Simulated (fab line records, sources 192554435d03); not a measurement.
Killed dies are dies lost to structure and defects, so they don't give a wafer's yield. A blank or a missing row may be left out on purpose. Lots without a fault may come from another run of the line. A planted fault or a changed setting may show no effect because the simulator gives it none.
Split-lot experiment | flow n5_finfet | 7 lots, 21 wafers read, on a route of 1938 steps

THE SPLIT
At N5_BEOL_M15_EXPOSE_07 (exposes mask V14), the setting dose_mj was moved away from the recipe's 41.25 on 7 of the 21 wafers read, by -3.3% to +4.4%. The other wafers ran this setting at the recipe's value.

FROM THE SPLIT TO THE READING: what the file shows between them, 6 steps
- N5_BEOL_M15_PEB_08: peb time 90 s
- N5_BEOL_M15_DEVELOP_09: develop time 45 s
- N5_BEOL_M15_HARDBAKE_14: time 120 s
- N5_BEOL_M15_CD_MEAS_10: target cd 360 nm
- N5_BEOL_M15_STRIP_65: strips in post etch residue remover, time 60 s
- N5_BEOL_M15_SRD_66: time 30 s, dry time 30 s

THE READING
cd_nm, in nm, at N5_BEOL_M15_CD_MEAS_17 (target cd 360 nm). Fault-free wafers of this fab line usually give 361.0 nm, standard deviation 1.6 nm.

wafer  | tool, chamber at the split | dose_mj as run | against the recipe | cd_nm, nm | against lot-mates on the recipe
L074.2 | krf_scanner-02, 0          | 42.93          | +4.1%              | 368.9     | +7.9
L074.3 | krf_scanner-02, 0          | 41.25          | recipe             | 360.4     | -
L074.4 | krf_scanner-02, 0          | 41.25          | recipe             | 361.5     | -
L076.1 | krf_scanner-01, 0          | 40.35          | -2.2%              | 358.9     | -3.5
L076.2 | krf_scanner-01, 0          | 41.25          | recipe             | 362.4     | -
L076.4 | krf_scanner-01, 0          | 40.35          | -2.2%              | 357.9     | -4.5
L081.1 | krf_scanner-02, 0          | 41.25          | recipe             | 361.8     | -
L081.2 | krf_scanner-02, 0          | 41.25          | recipe             | 361.0     | -
L081.4 | krf_scanner-02, 0          | 41.25          | recipe             | 361.5     | -
L083.3 | krf_scanner-02, 0          | 41.25          | recipe             | 363.1     | -
L083.4 | krf_scanner-02, 0          | 41.25          | recipe             | 364.3     | -
L083.6 | krf_scanner-02, 0          | 41.25          | recipe             | 363.9     | -
L086.2 | krf_scanner-01, 0          | 41.25          | recipe             | 363.6     | -
L086.4 | krf_scanner-01, 0          | 41.25          | recipe             | 363.9     | -
L086.5 | krf_scanner-01, 0          | 39.88          | -3.3%              | 353.8     | -9.9
L088.1 | krf_scanner-02, 0          | 43.06          | +4.4%              | 370.2     | no lot-mate on the recipe
L088.3 | krf_scanner-02, 0          | 43.06          | +4.4%              | 369.8     | no lot-mate on the recipe
L088.4 | krf_scanner-02, 0          | 43.06          | +4.4%              | 369.6     | no lot-mate on the recipe
L090.2 | krf_scanner-02, 0          | 41.25          | recipe             | 359.4     | -
L090.3 | krf_scanner-02, 0          | 41.25          | recipe             | 359.8     | -
L090.5 | krf_scanner-02, 0          | 41.25          | recipe             | 361.1     | -

THE FIT
A straight line over all 21 wafers: cd_nm changes by +1.85 nm for each +1% of dose_mj; r = +0.94; the points scatter about the line by 1.4 nm.
The same after taking each lot's own level away (the mean of its wafers on the recipe; 18 wafers): +2.22 nm for each +1%; r = +0.97; scatter 0.9 nm.
On that fit, the largest move of dose_mj shifts the reading by 9.7 nm.
The lots' own levels span 360.10 to 363.77 nm, that is 2.3 times the standard deviation above.
So the lot-to-lot level changes the slope: the two fits differ.
Check: with one of the wafers moved furthest among these (+4.1%) left out of the fit, the line predicts +10.2 nm for it against its lot-mates. It came out at +7.95 nm against them.

OTHER SPLITS ON THESE WAFERS
These wafers also went through other splits before the reading. Each is held against what the fit with the lots' levels taken away leaves over:
other split on the same wafers | wafers away from the commonest value | r with cd_nm (lot level and that fit taken away)
N5_BEOL_M14_DEP_53 time_s      | 6                                    | -0.41

THE WHOLE CHAIN: every reading that the file lists as answering this split, in the file's order
step                   | what it does     | reading | change (the file's fit)              | r (the file's)
N5_BEOL_M15_CD_MEAS_10 | target cd 360 nm | cd_nm   | +1.82 nm for each +1% of the setting | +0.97
N5_BEOL_M15_CD_MEAS_17 | target cd 360 nm | cd_nm   | +2.29 nm for each +1% of the setting | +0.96

THE FILE'S OWN FIT
cd_nm changes by +2.29 nm for each +1% of dose_mj, r = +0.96.
